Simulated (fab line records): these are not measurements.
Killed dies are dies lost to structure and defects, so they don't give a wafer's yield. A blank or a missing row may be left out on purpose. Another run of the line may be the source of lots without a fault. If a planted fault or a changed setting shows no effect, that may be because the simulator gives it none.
Matching of chambers    flow nand harc    NHARC_P_M0_PRE_CLEAN_31 on pecvd-03 has 3 sister chambers
The step time 12 s. 3 wafers are shown with their chamber, then 11 later ones without.

WAFERS PAIRED WITH THEIR CHAMBERS
wafer   chamber  heater power w (W)
L087.4  0        748
L087.6  1        671
L090.3  2        739

WAFERS WITH NO CHAMBER GIVEN
wafer   heater power w (W)
L090.5  728
L090.6  720
L092.3  653
L092.4  675
L092.6  729
L094.4  736
L094.5  745
L094.6  710
L095.1  714
L095.5  636
L095.6  708

CHAMBER TAKEN BY EACH
wafer    from the rows above            in truth
L090.5   can't be placed: 2 or 0        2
L090.6   can't be placed: 2 or 0 or 1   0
L092.3   1                              1
L092.4   1                              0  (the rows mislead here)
L092.6   can't be placed: 2 or 0        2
L094.4   can't be placed: 2 or 0        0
L094.5   can't be placed: 0 or 2        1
L094.6   can't be placed: 2 or 0 or 1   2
L095.1   can't be placed: 2 or 0 or 1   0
L095.5   1                              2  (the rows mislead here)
L095.6   can't be placed: 2 or 1 or 0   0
Correctly placed: 1 of 11. Can't be placed from these rows: 8 (the true chamber is among the candidates in 7). 2 placed wrongly.
How it was worked out, from the rows above alone: a wafer's distance from a chamber is the root of the sum, over the readings, of the square of ((its reading less the chamber's mean) divided by the reading's scatter). The wafer belongs to the nearest chamber; if the next one is less than 2 further off, it can't be placed. Each chamber's mean is taken over the wafers shown for it. The scatter: root of mean squared gap, hidden wafer to nearest shown wafer, with one shown wafer a chamber.
